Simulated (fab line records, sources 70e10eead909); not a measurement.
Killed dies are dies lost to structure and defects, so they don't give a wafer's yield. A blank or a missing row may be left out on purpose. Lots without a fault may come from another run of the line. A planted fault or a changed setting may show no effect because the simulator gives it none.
Which tool did it? | flow nand_harc | 22 lots, 66 wafers sampled, at 6 steps of a route of 1302

WHAT THE GAUGES READ, wafer by wafer
The record holds no reading of a measuring or inspecting step that can be judged against a usual standard deviation.

WHICH TOOL RAN EACH LOT (tool, then ch and the chambers of the sampled wafers, then the start)
lot  | NHARC_A_STAIRCASE_ETCH_21                     | NHARC_A_STAIRCASE_ETCH_201                    | NHARC_A_STAIRCASE_TRIM_202                    | NHARC_A_STAIRCASE_ETCH_203                    | NHARC_A_STAIRCASE_TRIM_229         | NHARC_A_STAIRCASE_TRIM_231
L074 | rie_diel-04 ch 1,2, day 16 01:55 or earlier   | rie_diel-05 ch 0,1,3, day 16 01:55 or earlier | rie_diel-05 ch 0,1, day 16 01:55 or earlier   | rie_diel-05 ch 0,1,3, day 16 01:55 or earlier | rie_diel-01 ch 0,1, day 16 01:55   | rie_diel-01 ch 0,1,3, no start
L075 | rie_diel-01 ch 2,3, day 16 02:16 or earlier   | rie_diel-01 ch 1,2,3, day 16 02:16 or earlier | rie_diel-01 ch 0,1,2, day 16 02:16 or earlier | rie_diel-01 ch 1,2, day 16 02:16 or earlier   | rie_diel-01 ch 1,2,3, day 16 02:16 | rie_diel-01 ch 1,3, no start
L076 | rie_diel-01 ch 0,1,2, day 17 00:52 or earlier | rie_diel-01 ch 1,2,3, day 17 00:52 or earlier | rie_diel-01 ch 2,3, day 17 00:52 or earlier   | rie_diel-01 ch 0,1,2, day 17 00:52 or earlier | rie_diel-04 ch 0,1,2, day 17 00:52 | rie_diel-04 ch 1,3, no start
L077 | rie_diel-01 ch 1,2,3, day 17 03:17 or earlier | rie_diel-04 ch 1,2,3, day 17 03:17 or earlier | rie_diel-04 ch 0,2,3, day 17 03:17 or earlier | rie_diel-04 ch 0,1,3, day 17 03:17 or earlier | rie_diel-04 ch 0,2,3, day 17 03:17 | rie_diel-04 ch 0,1,2, no start
L078 | rie_diel-05 ch 0,1,2, day 17 09:37 or earlier | rie_diel-05 ch 0,1,2, day 17 09:37 or earlier | rie_diel-05 ch 0,2,3, day 17 09:37 or earlier | rie_diel-05 ch 0,1,3, day 17 09:37 or earlier | rie_diel-01 ch 0,1,2, day 17 09:37 | rie_diel-01 ch 0,2,3, no start
L081 | rie_diel-01 ch 1,2,3, day 18 16:12 or earlier | rie_diel-05 ch 1,2, day 18 16:12 or earlier   | rie_diel-05 ch 0,3, day 18 16:12 or earlier   | rie_diel-05 ch 1,2, day 18 16:12 or earlier   | rie_diel-05 ch 0,3, day 18 16:12   | rie_diel-05 ch 0,2,3, no start
L080 | rie_diel-05 ch 0,1, day 18 16:44 or earlier   | rie_diel-04 ch 1,2,3, day 18 16:44 or earlier | rie_diel-04 ch 0,1,3, day 18 16:44 or earlier | rie_diel-04 ch 2,3, day 18 16:44 or earlier   | rie_diel-01 ch 0,2,3, day 18 16:44 | rie_diel-01 ch 0,1,3, no start
L079 | rie_diel-05 ch 0,2, day 18 22:34 or earlier   | rie_diel-05 ch 2,3, day 18 22:34 or earlier   | rie_diel-05 ch 0,1,3, day 18 22:34 or earlier | rie_diel-05 ch 1,2, day 18 22:34 or earlier   | rie_diel-01 ch 0,2, day 18 22:34   | rie_diel-01 ch 0,2, no start
L083 | rie_diel-01 ch 0,1, day 20 01:33 or earlier   | rie_diel-01 ch 1,2,3, day 20 01:33 or earlier | rie_diel-01 ch 2,3, day 20 01:33 or earlier   | rie_diel-01 ch 0,1, day 20 01:33 or earlier   | rie_diel-01 ch 0,2,3, day 20 01:33 | rie_diel-01 ch 1,2,3, no start
L082 | rie_diel-05 ch 0,2,3, day 20 01:16 or earlier | rie_diel-04 ch 0,1, day 20 01:16 or earlier   | rie_diel-04 ch 0,1,3, day 20 01:16 or earlier | rie_diel-04 ch 0,3, day 20 01:16 or earlier   | rie_diel-01 ch 1,2,3, day 20 01:16 | rie_diel-01 ch 1,2, no start
L085 | rie_diel-04 ch 0,1,2, day 20 11:34 or earlier | rie_diel-01 ch 0,1, day 20 11:34 or earlier   | rie_diel-01 ch 0,1, day 20 11:34 or earlier   | rie_diel-01 ch 0,3, day 20 11:34 or earlier   | rie_diel-04 ch 1,2, day 20 11:34   | rie_diel-04 ch 0,1, no start
L086 | rie_diel-04 ch 0,2,3, day 20 21:50 or earlier | rie_diel-04 ch 0,2,3, day 20 21:50 or earlier | rie_diel-04 ch 2,3, day 20 21:50 or earlier   | rie_diel-04 ch 0,1,3, day 20 21:50 or earlier | rie_diel-01 ch 1,2, day 20 21:50   | rie_diel-01 ch 1,2,3, no start
L088 | rie_diel-01 ch 0,1,2, day 21 20:12 or earlier | rie_diel-05 ch 0,1,2, day 21 20:12 or earlier | rie_diel-05 ch 1,2,3, day 21 20:12 or earlier | rie_diel-05 ch 0,2,3, day 21 20:12 or earlier | rie_diel-05 ch 1,2,3, day 21 20:12 | rie_diel-05 ch 0,1,2, no start
L089 | rie_diel-05 ch 0,2,3, day 21 22:44 or earlier | rie_diel-05 ch 1,2,3, day 21 22:44 or earlier | rie_diel-05 ch 0,1, day 21 22:44 or earlier   | rie_diel-05 ch 1,2,3, day 21 22:44 or earlier | rie_diel-01 ch 2,3, day 21 22:44   | rie_diel-01 ch 0,1,3, no start
L090 | rie_diel-01 ch 0,2,3, day 22 14:04 or earlier | rie_diel-04 ch 0,1,3, day 22 14:04 or earlier | rie_diel-04 ch 1,2, day 22 14:04 or earlier   | rie_diel-04 ch 0,2, day 22 14:04 or earlier   | rie_diel-01 ch 0,2,3, day 22 14:04 | rie_diel-01 ch 0,2, no start
L091 | rie_diel-04 ch 1,3, day 23 03:17 or earlier   | rie_diel-04 ch 0,3, day 23 03:17 or earlier   | rie_diel-04 ch 1,3, day 23 03:17 or earlier   | rie_diel-04 ch 1,2, day 23 03:17 or earlier   | rie_diel-04 ch 0,2, day 23 03:17   | rie_diel-04 ch 1,2, no start
L093 | rie_diel-01 ch 2,3, day 23 20:23 or earlier   | rie_diel-05 ch 1,2,3, day 23 20:23 or earlier | rie_diel-05 ch 1,3, day 23 20:23 or earlier   | rie_diel-05 ch 2,3, day 23 20:23 or earlier   | rie_diel-05 ch 1,2,3, day 23 20:23 | rie_diel-05 ch 0,2,3, no start
L092 | rie_diel-01 ch 0,2, day 24 00:55 or earlier   | rie_diel-04 ch 0,2,3, day 24 00:55 or earlier | rie_diel-04 ch 0,1,2, day 24 00:55 or earlier | rie_diel-04 ch 0,1, day 24 00:55 or earlier   | rie_diel-04 ch 0,1,2, day 24 00:55 | rie_diel-04 ch 0,2,3, no start
L094 | rie_diel-05 ch 0,3, day 24 08:52 or earlier   | rie_diel-04 ch 0,2,3, day 24 08:52 or earlier | rie_diel-04 ch 0,1,2, day 24 08:52 or earlier | rie_diel-04 ch 1,2,3, day 24 08:52 or earlier | rie_diel-05 ch 0,3, day 24 08:52   | rie_diel-05 ch 1,2, no start
L095 | rie_diel-04 ch 1,2,3, day 25 07:56 or earlier | rie_diel-01 ch 0,1, day 25 07:56 or earlier   | rie_diel-01 ch 0,3, day 25 07:56 or earlier   | rie_diel-01 ch 2,3, day 25 07:56 or earlier   | rie_diel-04 ch 1,2,3, day 25 07:56 | rie_diel-04 ch 0,1, no start
L096 | rie_diel-05 ch 0,2,3, day 25 10:49 or earlier | rie_diel-05 ch 1,2,3, day 25 10:49 or earlier | rie_diel-05 ch 1,3, day 25 10:49 or earlier   | rie_diel-05 ch 0,3, day 25 10:49 or earlier   | rie_diel-04 ch 0,1,3, day 25 10:49 | rie_diel-04 ch 1,2,3, no start
L097 | rie_diel-01 ch 0,3, day 25 21:13 or earlier   | rie_diel-01 ch 0,2, day 25 21:13 or earlier   | rie_diel-01 ch 2,3, day 25 21:13 or earlier   | rie_diel-01 ch 2,3, day 25 21:13 or earlier   | rie_diel-05 ch 0,1,2, day 25 21:13 | rie_diel-05 ch 0,1,3, no start
- NHARC_A_STAIRCASE_ETCH_21: etches the open film in C4F8/O2, target depth 100 nm, time 40.5 s.
- NHARC_A_STAIRCASE_ETCH_201: etches the open film in C4F8/O2, target depth 100 nm, time 40.5 s.
- NHARC_A_STAIRCASE_TRIM_202: chemistry O2, time 211.2 s.
- NHARC_A_STAIRCASE_ETCH_203: etches the open film in C4F8/O2, target depth 100 nm, time 40.5 s.
- NHARC_A_STAIRCASE_TRIM_229: chemistry O2, time 211.2 s.
- NHARC_A_STAIRCASE_TRIM_231: chemistry O2, time 211.2 s.

WHAT THE TOOLS THEMSELVES READ (means of the sampled wafers that have a number; where no wafer has one, the mark that the record gives instead)
NHARC_A_STAIRCASE_ETCH_21.
lot  | tool        | oes_product_au (a.u.) | rf_fwd_power_W (W) | rf_vpp_V (V)
L074 | rie_diel-04 | 0.949                 | 590                | 897
L075 | rie_diel-01 | 0.956                 | 592                | 894
L076 | rie_diel-01 | 0.945                 | 591                | 892
L077 | rie_diel-01 | 0.936                 | 594                | 895
L078 | rie_diel-05 | 0.970                 | 589                | 892
L081 | rie_diel-01 | 0.949                 | 594                | 894
L080 | rie_diel-05 | 0.964                 | 588                | 893
L079 | rie_diel-05 | 0.942                 | 588                | 889
L083 | rie_diel-01 | 0.947                 | 592                | 893
L082 | rie_diel-05 | 0.943                 | 591                | 892
L085 | rie_diel-04 | 0.949                 | 591                | 895
L086 | rie_diel-04 | 0.950                 | 592                | 899
L088 | rie_diel-01 | 0.948                 | 593                | 893
L089 | rie_diel-05 | 0.965                 | 590                | 890
L090 | rie_diel-01 | 0.963                 | 591                | 893
L091 | rie_diel-04 | 0.949                 | 592                | 900
L093 | rie_diel-01 | 0.949                 | 595                | 894
L092 | rie_diel-01 | 0.954                 | 591                | 889
L094 | rie_diel-05 | 0.971                 | 588                | 892
L095 | rie_diel-04 | 0.978                 | 591                | 898
L096 | rie_diel-05 | 0.960                 | 592                | 891
L097 | rie_diel-01 | 0.965                 | 591                | 891

NHARC_A_STAIRCASE_ETCH_201.
lot  | tool        | oes_product_au (a.u.) | rf_fwd_power_W (W) | rf_vpp_V (V)
L074 | rie_diel-05 | 0.932                 | 590                | 896
L075 | rie_diel-01 | 0.945                 | 593                | 894
L076 | rie_diel-01 | 0.935                 | 594                | 894
L077 | rie_diel-04 | 0.941                 | 593                | 899
L078 | rie_diel-05 | 0.941                 | 589                | 892
L081 | rie_diel-05 | 0.948                 | 592                | 895
L080 | rie_diel-04 | 0.954                 | 591                | 899
L079 | rie_diel-05 | 0.940                 | 590                | 895
L083 | rie_diel-01 | 0.951                 | 594                | 894
L082 | rie_diel-04 | 0.952                 | 590                | 892
L085 | rie_diel-01 | 0.954                 | 594                | 893
L086 | rie_diel-04 | 0.939                 | 592                | 898
L088 | rie_diel-05 | 0.953                 | 591                | 892
L089 | rie_diel-05 | 0.947                 | 592                | 895
L090 | rie_diel-04 | 0.930                 | 592                | 897
L091 | rie_diel-04 | 0.951                 | 592                | 896
L093 | rie_diel-05 | 0.941                 | 593                | 893
L092 | rie_diel-04 | 0.951                 | 593                | 898
L094 | rie_diel-04 | 0.938                 | 592                | 899
L095 | rie_diel-01 | 0.942                 | 591                | 892
L096 | rie_diel-05 | 0.936                 | 592                | 894
L097 | rie_diel-01 | 0.922                 | 592                | 889

NHARC_A_STAIRCASE_TRIM_202.
lot  | tool        | drypump_motor_current_A (A) | mfc_ar_sccm (sccm) | oes_product_au (a.u.) | rf_vpp_V (V) | showerhead_plenum_p_Torr (Torr) | throttle_valve_pct (%)
L074 | rie_diel-05 | 5.6                         | 0.011              | 0.998                 | 57.7         | 3.45                            | 17.038
L075 | rie_diel-01 | 6.3                         | 0.001              | 0.991                 | 57.4         | 3.44                            | 17.029
L076 | rie_diel-01 | 6.3                         | 0.000              | 1.001                 | 57.9         | 3.49                            | 17.033
L077 | rie_diel-04 | 5.8                         | 0.014              | 0.994                 | 58.5         | 3.62                            | 17.030
L078 | rie_diel-05 | 5.7                         | 0.011              | 1.002                 | 58.1         | 3.42                            | 17.043
L081 | rie_diel-05 | 5.5                         | 0.000              | 0.999                 | 58.2         | 3.53                            | 17.044
L080 | rie_diel-04 | 5.9                         | 0.009              | 0.988                 | 58.0         | 3.57                            | 17.044
L079 | rie_diel-05 | 5.4                         | 0.011              | 0.995                 | 58.0         | 3.52                            | 17.048
L083 | rie_diel-01 | 6.3                         | 0.000              | 1.011                 | 58.4         | 3.48                            | 17.044
L082 | rie_diel-04 | 5.9                         | 0.009              | 0.984                 | 58.1         | 3.56                            | 17.040
L085 | rie_diel-01 | 6.5                         | 0.002              | 1.008                 | 57.4         | 3.38                            | 17.040
L086 | rie_diel-04 | 5.7                         | 0.013              | 0.991                 | 59.0         | 3.64                            | 17.039
L088 | rie_diel-05 | 5.3                         | 0.022              | 0.990                 | 57.5         | 3.49                            | 17.031
L089 | rie_diel-05 | 5.3                         | 0.021              | 0.990                 | 58.0         | 3.50                            | 17.033
L090 | rie_diel-04 | 5.3                         | 0.011              | 1.006                 | 57.9         | 3.52                            | 17.034
L091 | rie_diel-04 | 5.9                         | 0.002              | 1.002                 | 58.2         | 3.54                            | 17.038
L093 | rie_diel-05 | 5.0                         | 0.021              | 0.990                 | 58.9         | 3.58                            | 17.034
L092 | rie_diel-04 | 5.5                         | 0.012              | 1.007                 | 57.9         | 3.47                            | 17.034
L094 | rie_diel-04 | 5.5                         | 0.012              | 1.015                 | 57.6         | 3.47                            | 17.034
L095 | rie_diel-01 | 6.5                         | 0.001              | 1.000                 | 57.9         | 3.41                            | 17.037
L096 | rie_diel-05 | 5.0                         | 0.021              | 0.994                 | 57.5         | 3.57                            | 17.037
L097 | rie_diel-01 | 6.3                         | 0.000              | 0.998                 | 57.6         | 3.45                            | 17.032

NHARC_A_STAIRCASE_ETCH_203.
lot  | tool        | oes_product_au (a.u.) | rf_fwd_power_W (W) | rf_vpp_V (V)
L074 | rie_diel-05 | 0.946                 | 591                | 896
L075 | rie_diel-01 | 0.940                 | 595                | 894
L076 | rie_diel-01 | 0.942                 | 594                | 893
L077 | rie_diel-04 | 0.938                 | 591                | 898
L078 | rie_diel-05 | 0.942                 | 591                | 897
L081 | rie_diel-05 | 0.942                 | 594                | 895
L080 | rie_diel-04 | 0.950                 | 595                | 901
L079 | rie_diel-05 | 0.950                 | 591                | 892
L083 | rie_diel-01 | 0.943                 | 591                | 893
L082 | rie_diel-04 | 0.932                 | 592                | 898
L085 | rie_diel-01 | 0.938                 | 590                | 890
L086 | rie_diel-04 | 0.925                 | 592                | 897
L088 | rie_diel-05 | 0.957                 | 589                | 892
L089 | rie_diel-05 | 0.948                 | 592                | 895
L090 | rie_diel-04 | 0.939                 | 592                | 896
L091 | rie_diel-04 | 0.952                 | 590                | 895
L093 | rie_diel-05 | 0.947                 | 592                | 894
L092 | rie_diel-04 | 0.949                 | 591                | 892
L094 | rie_diel-04 | 0.943                 | 591                | 897
L095 | rie_diel-01 | 0.942                 | 595                | 893
L096 | rie_diel-05 | 0.943                 | 588                | 891
L097 | rie_diel-01 | 0.927                 | 595                | 894

NHARC_A_STAIRCASE_TRIM_229.
lot  | tool        | drypump_motor_current_A (A) | mfc_ar_sccm (sccm) | oes_product_au (a.u.) | rf_vpp_V (V) | showerhead_plenum_p_Torr (Torr) | throttle_valve_pct (%)
L074 | rie_diel-01 | 6.5                         | 0.002              | 0.995                 | 57.6         | 3.39                            | 17.033
L075 | rie_diel-01 | 6.2                         | 0.000              | 1.001                 | 58.6         | 3.49                            | 17.035
L076 | rie_diel-04 | 5.4                         | 0.012              | 1.013                 | 58.5         | 3.50                            | 17.039
L077 | rie_diel-04 | 5.8                         | 0.014              | 0.992                 | 58.3         | 3.62                            | 17.047
L078 | rie_diel-01 | 6.3                         | 0.001              | 1.009                 | 57.4         | 3.44                            | 17.037
L081 | rie_diel-05 | 5.5                         | 0.000              | 0.998                 | 58.0         | 3.52                            | 17.035
L080 | rie_diel-01 | 6.4                         | 0.001              | 1.008                 | 57.5         | 3.43                            | 17.035
L079 | rie_diel-01 | 6.4                         | 0.001              | 1.007                 | 58.2         | 3.42                            | 17.032
L083 | rie_diel-01 | 6.4                         | 0.001              | 1.006                 | 57.7         | 3.42                            | 17.044
L082 | rie_diel-01 | 6.2                         | 0.000              | 1.012                 | 57.9         | 3.48                            | 17.035
L085 | rie_diel-04 | 5.4                         | 0.011              | 1.010                 | 57.5         | 3.52                            | 17.038
L086 | rie_diel-01 | 6.1                         | 0.000              | 1.006                 | 57.6         | 3.48                            | 17.038
L088 | rie_diel-05 | 5.3                         | 0.022              | 1.001                 | 57.4         | 3.49                            | 17.030
L089 | rie_diel-01 | 6.3                         | 0.000              | 1.002                 | 58.2         | 3.46                            | 17.034
L090 | rie_diel-01 | 6.4                         | 0.001              | 1.004                 | 57.6         | 3.41                            | 17.038
L091 | rie_diel-04 | 5.3                         | 0.018              | 1.008                 | 58.5         | 3.52                            | 17.040
L093 | rie_diel-05 | 5.3                         | 0.022              | 1.004                 | 57.0         | 3.48                            | 17.031
L092 | rie_diel-04 | 5.4                         | 0.012              | 1.018                 | 57.0         | 3.47                            | 17.035
L094 | rie_diel-05 | 5.5                         | 0.000              | 0.988                 | 56.8         | 3.49                            | 17.024
L095 | rie_diel-04 | 5.8                         | 0.008              | 1.010                 | 58.0         | 3.58                            | 17.033
L096 | rie_diel-04 | 5.9                         | 0.009              | 1.003                 | 57.5         | 3.54                            | 17.048
L097 | rie_diel-05 | 5.5                         | 0.022              | 0.992                 | 58.6         | 3.57                            | 17.035

NHARC_A_STAIRCASE_TRIM_231.
lot  | tool        | drypump_motor_current_A (A) | mfc_ar_sccm (sccm) | oes_product_au (a.u.) | rf_vpp_V (V) | showerhead_plenum_p_Torr (Torr) | throttle_valve_pct (%)
L074 | rie_diel-01 | 6.4                         | 0.001              | 0.994                 | 57.1         | 3.44                            | 17.044
L075 | rie_diel-01 | 6.3                         | 0.000              | 1.008                 | 57.1         | 3.50                            | 17.039
L076 | rie_diel-04 | 6.3                         | 0.004              | 0.989                 | 58.2         | 3.68                            | 17.041
L077 | rie_diel-04 | 5.4                         | 0.012              | 1.000                 | 56.7         | 3.50                            | 17.039
L078 | rie_diel-01 | 6.4                         | 0.001              | 1.012                 | 57.0         | 3.43                            | 17.037
L081 | rie_diel-05 | 5.7                         | 0.011              | 1.001                 | 56.9         | 3.42                            | 17.038
L080 | rie_diel-01 | 6.4                         | 0.001              | 1.007                 | 57.3         | 3.43                            | 17.045
L079 | rie_diel-01 | 6.5                         | 0.002              | 0.999                 | 57.8         | 3.37                            | 17.030
L083 | rie_diel-01 | 6.2                         | 0.000              | 1.017                 | 57.9         | 3.48                            | 17.038
L082 | rie_diel-01 | 6.1                         | 0.000              | 1.010                 | 57.8         | 3.49                            | 17.037
L085 | rie_diel-04 | 5.5                         | 0.013              | 0.992                 | 57.7         | 3.44                            | 17.038
L086 | rie_diel-01 | 6.2                         | 0.000              | 1.012                 | 57.5         | 3.48                            | 17.042
L088 | rie_diel-05 | 5.6                         | 0.022              | 1.008                 | 58.0         | 3.40                            | 17.040
L089 | rie_diel-01 | 6.4                         | 0.001              | 1.005                 | 57.2         | 3.42                            | 17.041
L090 | rie_diel-01 | 6.5                         | 0.002              | 1.010                 | 57.0         | 3.36                            | 17.038
L091 | rie_diel-04 | 5.3                         | 0.011              | 1.010                 | 58.1         | 3.51                            | 17.037
L093 | rie_diel-05 | 5.6                         | 0.011              | 1.008                 | 57.5         | 3.39                            | 17.046
L092 | rie_diel-04 | 5.8                         | 0.014              | 1.003                 | 58.0         | 3.59                            | 17.043
L094 | rie_diel-05 | 5.5                         | 0.033              | 0.996                 | 56.7         | 3.37                            | 17.028
L095 | rie_diel-04 | 5.6                         | 0.007              | 1.008                 | 57.6         | 3.42                            | 17.032
L096 | rie_diel-04 | 5.8                         | 0.008              | 1.001                 | 58.4         | 3.58                            | 17.045
L097 | rie_diel-05 | 5.4                         | 0.011              | 0.995                 | 58.8         | 3.49                            | 17.032

THE ANSWER, worked out from the rows above alone
Rule: what is usual is taken from the lots themselves. Put in order of their means at a reading, lots are off if they are a third of the lots or fewer, leave a main group of 4 or more, and stand apart from it by a gap of 3 or more times the standard deviation of the main group's means; of several such gaps the widest counts. A main group whose means are all the same, to the digits that the tables above print for the reading, isn't used. A lot without any number at a reading at which 4 lots or more have one is off too. The other lots that the step has rows for count as sound. The gauges are gone through in route order, then the tools' own readings, and for those a lot's mean is taken as printed above. The first step at which some lot is off is used, and at that step the reading that is off furthest; a lot without a number counts as furthest.
No lot is off at any reading shown: from this, nothing can be told.

WHAT THE SIMULATOR HAD PUT IN
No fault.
